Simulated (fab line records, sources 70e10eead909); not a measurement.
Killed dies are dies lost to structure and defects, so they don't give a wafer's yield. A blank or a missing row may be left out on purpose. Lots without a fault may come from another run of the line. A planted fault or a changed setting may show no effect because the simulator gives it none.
fab line records | flow nand_harc
record lots=12 wafers=36 last_day=24
route steps=1159 shown A_M1@1037 END@1159
lots that met no fault: from a run of the same line without faults
start_h: hours from the record's first day to the start of the lot's first wafer shown | wait_h: hours since the lot's step before | " the same as in the row above | L1.1+2: a row that stands for several wafers | - no value, or no start given | * or withheld: withheld | < > ~ a bound
route shown NAME@n: a module of which the file shows steps, and the number in the route of the first | usual: mean/standard deviation of fault-free wafers | same: alike in all rows | chamber/n: place in a boat | sites: the reading at each site | _std_site: their standard deviation | _edge_site: outer sites' mean less inner sites' | radius_mm: how far each site lies from the wafer's centre | mask NAME#n: copy n | behind: the tool/chamber that last shaped the wafer | hold: why the lot was held/for how many hours/how that ended | device: the transistor (n, p or np) that didn't switch | end of line: the same wafers' tests at the end of the route | a step without rows: its recipe alone | killed: dies lost to structure and defects at the first sort, not the wafer's yield | map: a wafer's dies, x killed, . not, _ none there
set.NAME: the setting as run; set.NAME@STEP: as run at that earlier step | model.NAME: the simulator's own value behind a step, which no gauge read
steps of the route over a sample of lots; a table a step, a row a wafer
services: from which hour (start_h, from the record's first day; less than 0 if before it) a tool's chamber was out of use, for how many hours, and why
## steps
# step NHARC_A_M1_OVL_MEAS_10
# recipe pitch_nm=240
# usual overlay_x_nm=-0.1/0.69 overlay_y_nm=0.0/0.6
# columns lot.wafer tool chamber start_h wait_h overlay_x_nm overlay_y_nm
L208.1 overlay-02 - 427.33 - -0.2 -0.7
L208.2 " - " " -0.8 -0.6
L208.4 " - " " -0.1 -0.5
L207.3 overlay-01 - 432.25 - 1.1 -0.4
L207.5 " - " " 0.9 -0.9
L207.6 " - " " 0.8 0.1
L206.1 overlay-01 - 433.08 - 0.5 0.0
L206.5 " - " " 0.8 0.3
L206.6 " - " " 0.6 -0.1
L212.1 overlay-02 - 449.31 - 0.6 0.0
L212.2 " - " " -0.4 -0.2
L212.4 " - " " 0.3 -0.4
L214.4 overlay-02 - 473.78 - -0.3 0.5
L214.5 " - " " 0.1 0.2
L214.6 " - " " 0.0 -0.3
L216.2 overlay-02 - 474.15 - 0.4 0.3
L216.4 " - " " 0.5 0.3
L216.6 " - " " 0.7 0.3
L217.1 overlay-02 - 509.19 - -0.6 0.2
L217.3 " - " " -1.2 0.2
L217.6 " - " " -0.8 0.5
L219.1 overlay-01 - 509.86 - -0.1 0.7
L219.3 " - " " -0.1 0.7
L219.6 " - " " 0.1 1.2
L227.1 overlay-01 - 525.66 - 0.7 0.2
L227.2 " - " " 0.3 0.2
L227.6 " - " " 0.4 0.1
L225.1 overlay-02 - 531.31 - 0.4 -0.1
L225.2 " - " " 0.5 -0.5
L225.4 " - " " 0.4 -0.2
L226.3 overlay-02 - 538.81 - -1.6 -0.3
L226.4 " - " " -1.8 -0.1
L226.6 " - " " -0.9 -0.4
L228.1 overlay-02 - 539.60 - -0.9 0.2
L228.2 " - " " -1.6 -0.5
L228.4 " - " " -1.4 -0.3
# step NHARC_A_M1_DEGAS_29
# recipe temp_c=250 time_s=60
# usual heater_power_w=328/37
# columns lot.wafer tool chamber start_h wait_h heater_power_w
L208.4 pvd_sputter-02 - 428.51 - 313
L208.1 " - " " 365
L208.2 " - " " 334
L207.3 pvd_sputter-03 - 433.41 - 295
L207.5 " - " " 297
L207.6 " - " " 381
L206.1 pvd_sputter-01 - 434.26 - 268
L206.6 " - " " 303
L206.5 " - " " 328
L212.2 pvd_sputter-01 - 450.44 - 317
L212.1 " - " " 329
L212.4 " - " " 267
L214.4 pvd_sputter-02 - 474.93 - 353
L214.5 " - " " 329
L214.6 " - " " 404
L216.2 pvd_sputter-03 - 475.26 - 287
L216.4 " - " " 286
L216.6 " - " " 284
L217.3 pvd_sputter-03 - 510.32 - 364
L217.1 " - " " 342
L217.6 " - " " 284
L219.1 pvd_sputter-02 - 510.98 - 338
L219.3 " - " " 315
L219.6 " - " " 340
L227.2 pvd_sputter-02 - 526.83 - 355
L227.1 " - " " 330
L227.6 " - " " 312
L225.2 pvd_sputter-02 - 532.43 - 359
L225.1 " - " " 337
L225.4 " - " " 310
L226.3 pvd_sputter-01 - 539.92 - 272
L226.4 " - " " 271
L226.6 " - " " 274
L228.4 pvd_sputter-01 - 540.72 - 270
L228.1 " - " " 266
L228.2 " - " " 336
# step NHARC_A_M1_ANNEAL_31
# recipe temp_c=225 time_s=90
# usual wafer_temp_C_max=226.0/0.58
# columns lot.wafer tool chamber start_h wait_h wafer_temp_C_max
L208.1 rtp_anneal-02 0 429.24 - 226.7
L208.2 " 0 " " 226.6
L208.4 " 0 " " 226.5
L207.3 rtp_anneal-01 0 434.26 - 225.7
L207.5 " 0 " " 225.4
L207.6 " 0 " " 225.6
L206.1 rtp_anneal-01 0 434.99 0.3 225.5
L206.5 " 0 " " 225.4
L206.6 " 0 " " 225.7
L212.1 rtp_anneal-01 0 451.18 0.3 225.8
L212.2 " 0 " " 225.5
L212.4 " 0 " " 225.8
L216.2 rtp_anneal-01 0 476.32 0.5 225.6
L216.4 " 0 " " 225.6
L216.6 " 0 " " 225.8
L214.4 rtp_anneal-02 0 476.36 0.7 226.6
L214.5 " 0 " " 227.0
L214.6 " 0 " " 226.8
L217.1 rtp_anneal-01 0 511.04 - 225.6
L217.3 " 0 " " 225.4
L217.6 " 0 " " 225.5
L219.1 rtp_anneal-02 0 511.71 - 226.6
L219.3 " 0 " " 226.7
L219.6 " 0 " " 227.0
L227.1 rtp_anneal-01 0 527.56 - 225.4
L227.2 " 0 " " 225.7
L227.6 " 0 " " 225.5
L225.1 rtp_anneal-01 0 534.05 0.3 225.7
L225.2 " 0 " " 225.7
L225.4 " 0 " " 225.8
L226.3 rtp_anneal-01 0 540.76 - 225.5
L226.4 " 0 " " 225.6
L226.6 " 0 " " 225.7
L228.1 rtp_anneal-02 0 541.59 0.5 226.1
L228.2 " 0 " " 226.8
L228.4 " 0 " " 227.0
# step NHARC_A_M1_CMP_23
# recipe t_overpolish_s=20 target_thk_nm=154.34
# usual motor_current_A=12.2/1.5 slurry_flow_ml_min=149.9/0.48 time_to_endpoint_s=27.5/2.3
# columns lot.wafer tool chamber start_h wait_h motor_current_A slurry_flow_ml_min time_to_endpoint_s
L208.4 cmp-03 3 429.62 - 10.3 149.4 31.3
L208.1 " 0 " " 11.9 150.2 25.9
L208.2 " 1 " " 15.4 149.7 28.4
L207.3 cmp-02 1 434.51 - 10.8 150.4 28.3
L207.5 " 1 " " 10.0 150.4 28.3
L207.6 " 2 " " 11.2 150.1 27.9
L206.1 cmp-03 2 435.42 - 13.4 149.6 26.7
L206.5 " 3 " " 10.4 150.1 27.1
L206.6 " 0 " " 11.2 149.6 26.1
L212.2 cmp-02 1 451.55 - 10.5 149.9 27.8
L212.1 " 3 " " 12.4 150.4 32.7
L212.4 " 0 " " 13.6 150.0 28.0
L214.4 cmp-01 0 476.61 - 14.1 151.0 25.2
L214.6 " 2 " " 12.0 149.5 24.5
L214.5 " 3 " " 10.7 149.8 28.7
L216.4 cmp-03 2 476.61 - 13.9 149.7 28.1
L216.2 " 1 " " 15.5 149.7 24.6
L216.6 " 3 " " 10.0 150.5 27.4
L217.1 cmp-03 0 511.39 - 11.2 149.1 27.5
L217.3 " 3 " " 9.8 150.1 29.2
L217.6 " 0 " " 12.0 150.2 37.6
L219.3 cmp-03 0 512.11 - 11.6 150.3 27.7
L219.1 " 1 " " 14.6 150.8 26.7
L219.6 " 3 " " 9.9 150.3 37.2
L227.1 cmp-01 2 527.93 - 12.0 149.3 30.0
L227.2 " 3 " " 10.8 150.1 32.5
L227.6 " 2 " " 12.3 150.1 28.4
L225.2 cmp-03 2 534.39 - 13.0 150.3 37.6
L225.4 " 3 " " 9.5 149.6 30.6
L225.1 " 0 " " 12.4 149.9 27.8
L226.4 cmp-01 0 541.03 - 13.6 150.9 27.5
L226.3 " 2 " " 12.3 150.2 26.4
L226.6 " 0 " " 13.7 150.5 26.5
L228.4 cmp-01 0 541.94 - 14.5 150.7 29.1
L228.1 " 1 " " 12.2 149.7 25.1
L228.2 " 3 " " 11.4 149.6 32.3
# step NHARC_A_M1_INSPECT_27
# usual raw_defect_count=463/120
# columns lot.wafer tool chamber start_h wait_h raw_defect_count
L208.1 defect_inspect-02 - 430.06 0.0 527
L208.2 " - " " 319
L208.4 " - " " 303
L207.3 defect_inspect-02 - 434.98 0.0 512
L207.5 " - " " 381
L207.6 " - " " 453
L206.1 defect_inspect-02 - 435.81 0.0 441
L206.5 " - " " 580
L206.6 " - " " 353
L212.1 defect_inspect-01 - 452.02 0.0 667
L212.2 " - " " 806
L212.4 " - " " 638
L214.4 defect_inspect-02 - 477.03 0.0 392
L214.5 " - " " 309
L214.6 " - " " 349
L216.2 defect_inspect-01 - 477.09 0.0 553
L216.4 " - " " 646
L216.6 " - " " 498
L217.1 defect_inspect-01 - 511.86 0.0 784
L217.3 " - " " 500
L217.6 " - " " 4805
L219.1 defect_inspect-02 - 512.53 0.0 430
L219.3 " - " " 439
L219.6 " - " " 4868
L227.1 defect_inspect-02 - 528.40 0.0 465
L227.2 " - " " 385
L227.6 " - " " 319
L225.1 defect_inspect-01 - 534.87 0.0 563
L225.2 " - " " 4920
L225.4 " - " " 327
L226.3 defect_inspect-02 - 541.49 0.0 481
L226.4 " - " " 420
L226.6 " - " " 403
L228.1 defect_inspect-02 - 542.41 0.0 547
L228.2 " - " " 540
L228.4 " - " " 597
# step NHARC_END_SORT_01
# recipe temp_c=25
# usual defect_limited_yield=95.4/1.5 killed_at_array=28/10 killed_at_other=0.5/0.82 killed_at_periphery=3.4/2.2 killed_dies=31/10 killed_open=3.4/1.9 killed_short=1.9/1.3 sort_bin_2_pct=1.5/0.6 sort_bin_3_pct=0.29/0.24 sort_bin_4_pct=2.9/0.97 sort_n_pass=646/10 sort_rim_yield_pct=94.7/3 sort_yield_pct=95.4/1.5
# same gross_dies=677 sort_bin_5_pct[%]=0 sort_bin_6_pct[%]=0 sort_bin_7_pct[%]=0 sort_bin_8_pct[%]=0 sort_rim_n_gross=106.00
# columns lot.wafer tool chamber start_h wait_h defect_limited_yield[%] killed_at_array killed_at_other killed_at_periphery killed_dies killed_open killed_short sort_bin_2_pct[%] sort_bin_3_pct[%] sort_bin_4_pct[%] sort_n_pass sort_rim_yield_pct[%] sort_yield_pct[%]
L212.1 prober-02 0 486.66 2.5 96.2 22 2 2 26 4 2 1.3 0.30 2.2 651 94.3 96.2
L212.2 prober-02 0 487.47 2.8 95.6 26 1 3 30 6 2 1.0 0.15 3.2 647 93.4 95.6
L212.4 prober-02 0 489.09 3.4 96.3 23 1 1 25 2 4 1.2 0.30 2.2 652 97.2 96.3
L216.2 prober-01 0 508.39 2.8 94.1 38 0 2 40 5 0 2.1 0.15 3.7 637 98.1 94.1
L216.4 prober-01 0 509.99 3.4 96.2 26 0 0 26 1 3 1.3 0.15 2.4 651 99.1 96.2
L216.6 prober-01 0 511.59 4.0 95.1 33 0 0 33 0 3 1.5 0.44 3.0 644 99.1 95.1
L214.4 prober-02 0 517.85 3.4 95.1 25 0 8 33 1 1 2.1 0.15 2.7 644 99.1 95.1
L214.5 prober-02 0 518.65 3.7 96.2 20 0 6 26 4 1 1.2 0.15 2.5 651 92.5 96.2
L214.6 prober-02 0 519.46 4.0 94.2 32 1 6 39 6 0 2.7 0 3.1 638 96.2 94.2
L219.1 prober-01 0 553.40 2.5 94.2 35 3 1 39 3 1 2.1 0.15 3.5 638 91.5 94.2
L219.3 prober-01 0 555.03 3.1 93.5 41 1 2 44 6 0 2.7 0.59 3.2 633 84.0 93.5
L219.6 prober-01 0 557.47 4.1 0 673 3 1 677 1 2 1.3 94.39 4.3 0 0 0
L217.1 prober-02 0 555.23 2.5 95.6 26 0 4 30 3 1 1.0 0.15 3.2 647 91.5 95.6
L217.3 prober-02 0 556.80 3.1 93.9 37 0 4 41 7 3 1.9 0.89 3.2 636 93.4 93.9
L217.6 prober-02 0 559.16 3.9 0 674 0 3 677 7 4 1.6 95.13 3.2 0 0 0
L225.1 prober-01 0 569.14 2.5 92.9 45 0 3 48 4 1 2.2 0 4.9 629 96.2 92.9
L225.2 prober-01 0 569.94 2.8 0 676 0 1 677 0 1 2.2 95.27 2.5 0 0 0
L225.4 prober-01 0 571.55 3.4 94.8 31 0 4 35 3 1 2.2 0.44 2.5 642 94.3 94.8
# killed by level:class
L212.1 A_CHANNEL_HOLE_D1:chamber_film_flake=11 A_CHANNEL_FILL_D1:chamber_film_flake=2 A_STAIRCASE:chamber_film_flake=2 A_CONTACT:chamber_film_flake=2 THIN_TSV:chamber_film_flake=2 P_M0:geometric_particle:open=1 P_M1:geometric_particle:open=1 A_ONON_D1:geometric_particle:open=1
L212.2 A_CHANNEL_HOLE_D1:chamber_film_flake=11 A_CONTACT:chamber_film_flake=5 A_CONTACT:geometric_particle:open=2 A_CHANNEL_FILL_D1:chamber_film_flake=2 P_GATE:geometric_particle:open=1 P_M0:geometric_particle:open=1 P_M1:geometric_particle:short=1 A_ONON_D1:geometric_particle:short=1
L212.4 A_CHANNEL_HOLE_D1:chamber_film_flake=11 A_ONON_D1:geometric_particle:short=3 A_CHANNEL_FILL_D1:chamber_film_flake=3 A_CONTACT:chamber_film_flake=2 P_STI:geometric_particle:short=1 A_CHANNEL_HOLE_D1:geometric_particle:open=1 A_M0:geometric_particle:open=1 A_STAIRCASE:chamber_film_flake=1
L216.2 A_SLIT:chamber_film_flake=15 A_CHANNEL_HOLE_D1:chamber_film_flake=10 A_STAIRCASE:chamber_film_flake=6 A_CONTACT:chamber_film_flake=4 P_STI:geometric_particle:open=1 P_GATE:geometric_particle:open=1 A_ONON_D1:geometric_particle:open=1 A_STAIRCASE:geometric_particle:open=1
L216.4 A_SLIT:chamber_film_flake=15 A_STAIRCASE:chamber_film_flake=5 A_CHANNEL_HOLE_D1:chamber_film_flake=2 A_CHANNEL_FILL_D1:geometric_particle:short=1 A_CHANNEL_FILL_D1:geometric_particle:open=1 A_SGD_CUT:geometric_particle:short=1 A_M0:geometric_particle:short=1
L216.6 A_SLIT:chamber_film_flake=13 A_STAIRCASE:chamber_film_flake=8 A_CHANNEL_HOLE_D1:chamber_film_flake=6 A_CONTACT:chamber_film_flake=3 A_ONON_D1:geometric_particle:short=1 A_WL_FILL:geometric_particle:short=1 A_CONTACT:geometric_particle:short=1
L214.4 A_SLIT:chamber_film_flake=12 P_M0:chamber_film_flake=5 A_CHANNEL_HOLE_D1:chamber_film_flake=4 P_BONDPAD:chamber_film_flake=2 A_CONTACT:chamber_film_flake=2 A_WL_FILL:geometric_particle:short=1 A_BLC:geometric_particle:open=1 P_ZERO_WELL:chamber_film_flake=1
L214.5 A_SLIT:chamber_film_flake=9 A_WL_FILL:chamber_film_flake=3 P_M0:chamber_film_flake=2 A_STAIRCASE:chamber_film_flake=2 A_CONTACT:chamber_film_flake=2 P_M0:geometric_particle:open=1 P_M2:geometric_particle:open=1 A_CHANNEL_HOLE_D1:geometric_particle:short=1
L214.6 A_SLIT:chamber_film_flake=12 A_CHANNEL_FILL_D1:chamber_film_flake=4 A_STAIRCASE:chamber_film_flake=3 A_CONTACT:chamber_film_flake=3 P_ZERO_WELL:chamber_film_flake=2 P_BONDPAD:chamber_film_flake=2 A_ZERO_WELL:chamber_film_flake=2 A_CHANNEL_HOLE_D1:chamber_film_flake=2
L219.1 A_CHANNEL_HOLE_D1:chamber_film_flake=16 A_SLIT:chamber_film_flake=7 A_STAIRCASE:chamber_film_flake=6 THIN_TSV:chamber_film_flake=3 A_SOURCE_PLATE:geometric_particle:open=2 A_WL_FILL:geometric_particle:short=1 A_M0:geometric_particle:open=1 P_GATE:chamber_film_flake=1
L219.3 A_CHANNEL_HOLE_D1:chamber_film_flake=19 A_SLIT:chamber_film_flake=9 A_CONTACT:chamber_film_flake=4 A_STAIRCASE:chamber_film_flake=3 A_CONTACT:geometric_particle:open=2 A_CHANNEL_HOLE_D1:geometric_particle:open=1 A_SGD_CUT:geometric_particle:open=1 A_SLIT:geometric_particle:open=1
L217.1 A_CHANNEL_HOLE_D1:chamber_film_flake=10 A_STAIRCASE:chamber_film_flake=5 A_CONTACT:chamber_film_flake=4 A_BLC:chamber_film_flake=3 P_GATE:chamber_film_flake=2 P_STI:geometric_particle:open=1 P_M1:geometric_particle:open=1 A_WL_FILL:geometric_particle:short=1
L217.3 A_CHANNEL_HOLE_D1:chamber_film_flake=19 A_BLC:chamber_film_flake=4 A_CONTACT:chamber_film_flake=3 A_CHANNEL_FILL_D1:geometric_particle:open=2 A_CONTACT:geometric_particle:open=2 A_M0:geometric_particle:open=2 A_STAIRCASE:chamber_film_flake=2 P_CONTACT:geometric_particle:open=1
L219.6 A_M1:area_cmp=634 A_SLIT:chamber_film_flake=15 A_CHANNEL_HOLE_D1:chamber_film_flake=10 A_STAIRCASE:chamber_film_flake=7 A_CONTACT:chamber_film_flake=4 THIN_TSV:chamber_film_flake=3 A_ONON_D1:geometric_particle:open=1 A_SGD_CUT:geometric_particle:short=1
L217.6 A_M1:area_cmp=639 A_CHANNEL_HOLE_D1:chamber_film_flake=14 A_CONTACT:chamber_film_flake=5 A_STAIRCASE:chamber_film_flake=4 A_CONTACT:geometric_particle:open=2 A_BLC:chamber_film_flake=2 P_GATE:geometric_particle:open=1 P_M0:geometric_particle:open=1
L225.1 A_CHANNEL_HOLE_D1:chamber_film_flake=21 A_STAIRCASE:chamber_film_flake=7 A_CONTACT:chamber_film_flake=7 A_M0:chamber_film_flake=5 A_WL_FILL:chamber_film_flake=2 P_GATE:geometric_particle:open=1 P_CONTACT:geometric_particle:short=1 P_BONDPAD:geometric_particle:open=1
L225.2 A_M1:area_cmp=644 A_CHANNEL_HOLE_D1:chamber_film_flake=18 A_STAIRCASE:chamber_film_flake=5 A_CONTACT:chamber_film_flake=4 A_WL_FILL:chamber_film_flake=3 A_BLC:geometric_particle:short=1 P_GATE:chamber_film_flake=1 A_M0:chamber_film_flake=1
L225.4 A_CHANNEL_HOLE_D1:chamber_film_flake=12 A_STAIRCASE:chamber_film_flake=7 A_CONTACT:chamber_film_flake=4 A_M0:chamber_film_flake=3 A_SLIT:chamber_film_flake=2 A_WL_FILL:chamber_film_flake=2 P_GATE:geometric_particle:open=1 P_CONTACT:geometric_particle:short=1
## services
# columns tool chamber start_h hours kind
cmp-02 - 408.17 0.8 repair
cmp-03 - 411.27 0.8 repair
cmp-03 - 425.55 1.3 repair
cmp-02 - 428.73 4.0 pm
cmp-02 - 432.73 - consumable_replace:conditioner
cmp-02 - 432.73 - consumable_replace:pad
cmp-03 - 450.43 4.0 pm
cmp-01 - 451.49 0.6 repair
cmp-03 - 454.43 - consumable_replace:conditioner
cmp-03 - 454.43 - consumable_replace:pad
cmp-03 - 455.43 0.4 repair
pvd_sputter-03 - 458.02 10.0 pm
pvd_sputter-01 - 461.95 0.5 repair
pvd_sputter-02 - 467.32 1.1 repair
cmp-01 - 477.44 4.0 pm
cmp-01 - 481.44 - consumable_replace:conditioner
cmp-01 - 481.44 - consumable_replace:pad
cmp-03 - 497.67 0.5 repair
pvd_sputter-01 - 498.21 26.7 repair
cmp-01 - 515.31 1.9 repair
cmp-02 - 526.73 4.0 pm
cmp-02 - 530.73 - consumable_replace:conditioner
cmp-02 - 530.73 - consumable_replace:pad
## key
first_sign step=NHARC_A_M1_CMP_23 reading=time_to_endpoint_s direction=up sigmas=4.3 usual=* struck=*
effect step=NHARC_A_M1_INSPECT_27 reading=raw_defect_count direction=up sigmas=37 usual=463 struck=4864
effect step=NHARC_END_SORT_01 reading=sort_bin_3_pct direction=up sigmas=99+ usual=0.29 struck=94.93
more_kills_born_at NHARC_A_M1_CMP_23@cmp-03=1917
met_at NHARC_A_M1_CMP_23
struck_lots L217,L219,L225
struck_wafers L217.6,L219.6,L225.2
later_rows_left_out L217.6,L219.6,L225.2
not_acting_at NHARC_A_M1_OVL_MEAS_10,NHARC_A_M1_DEGAS_29,NHARC_A_M1_ANNEAL_31
onset_between 476.61 511.39
fault kind=process_parameter_drift tool=cmp-03 chamber=- onset_h=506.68 steps=NHARC_A_M1_CMP_23 channel=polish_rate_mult offset=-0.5 shape=step end_h=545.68 scope=struck_wafers_only
# later_rows_left_out: the simulator's readings of these wafers behind a module that went badly wrong aren't trusted and aren't shown, but for the sort
